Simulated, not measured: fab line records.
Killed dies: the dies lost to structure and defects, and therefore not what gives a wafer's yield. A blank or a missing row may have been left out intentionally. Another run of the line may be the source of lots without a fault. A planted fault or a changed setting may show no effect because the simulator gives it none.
Matching of chambers || flow nandHarc || rieDiel-08 running NHARC_A_M0_ETCH_34: 4 sister chambers
The step etches the open film in N2/H2, target depth 40 nm, overetch 12 nm, time 43.94 s. 7 wafers are shown with their chamber, then 8 later ones without.

WAFERS PAIRED WITH THEIR CHAMBERS
{"wafer": "L080.6", "chamber": 1, "rfVppV (V)": 429.0, "oesProductAu (a.u.)": 0.985}
{"wafer": "L082.4", "chamber": 0, "rfVppV (V)": 427.3, "oesProductAu (a.u.)": 0.992}
{"wafer": "L084.3", "chamber": 0, "rfVppV (V)": 428.9, "oesProductAu (a.u.)": 0.995}
{"wafer": "L085.2", "chamber": 2, "rfVppV (V)": 434.4, "oesProductAu (a.u.)": 0.998}
{"wafer": "L085.4", "chamber": 3, "rfVppV (V)": 431.2, "oesProductAu (a.u.)": 1.011}
{"wafer": "L085.6", "chamber": 3, "rfVppV (V)": 430.8, "oesProductAu (a.u.)": 1.002}
{"wafer": "L087.2", "chamber": 2, "rfVppV (V)": 431.6, "oesProductAu (a.u.)": 0.999}

WAFERS WHOSE CHAMBER IS MISSING
{"wafer": "L087.4", "rfVppV (V)": 427.2, "oesProductAu (a.u.)": 1.005}
{"wafer": "L087.6", "rfVppV (V)": 431.1, "oesProductAu (a.u.)": 0.985}
{"wafer": "L093.2", "rfVppV (V)": 432.3, "oesProductAu (a.u.)": 1.004}
{"wafer": "L093.3", "rfVppV (V)": 429.5, "oesProductAu (a.u.)": 0.993}
{"wafer": "L093.6", "rfVppV (V)": 427.3, "oesProductAu (a.u.)": 0.985}
{"wafer": "L097.3", "rfVppV (V)": 428.9, "oesProductAu (a.u.)": 0.994}
{"wafer": "L097.4", "rfVppV (V)": 432.8, "oesProductAu (a.u.)": 1.004}
{"wafer": "L097.6", "rfVppV (V)": 432.5, "oesProductAu (a.u.)": 1.012}

WHICH CHAMBER EACH ONE RAN IN
{"wafer": "L087.4", "from the rows above": "can't be placed: 3 or 0 or 2", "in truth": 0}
{"wafer": "L087.6", "from the rows above": "can't be placed: 1 or 0", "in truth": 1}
{"wafer": "L093.2", "from the rows above": "can't be placed: 3 or 2", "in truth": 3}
{"wafer": "L093.3", "from the rows above": "can't be placed: 0 or 1 or 2", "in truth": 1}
{"wafer": "L093.6", "from the rows above": "can't be placed: 1 or 0", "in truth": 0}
{"wafer": "L097.3", "from the rows above": "can't be placed: 0 or 1", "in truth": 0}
{"wafer": "L097.4", "from the rows above": "can't be placed: 2 or 3", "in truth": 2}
{"wafer": "L097.6", "from the rows above": "can't be placed: 3 or 2", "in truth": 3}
Correctly placed: 0 of 8. Unplaceable from these rows: 8, with the true chamber sitting among the candidates in 8. 0 placed wrongly.
How it was worked out, from the rows above alone: a wafer's distance from a chamber is the root of the sum, over the readings, of the square of ((its reading less the chamber's mean) divided by the reading's scatter). If the next closest chamber is less than 2 further off than the closest, the wafer can't be placed; otherwise it belongs to the closest. Each chamber's mean is taken over the wafers shown for it. The scatter is the square root of a quotient: the sum, over the shown wafers, of each reading's squared deviation from its chamber's mean, divided by wafers minus chambers.
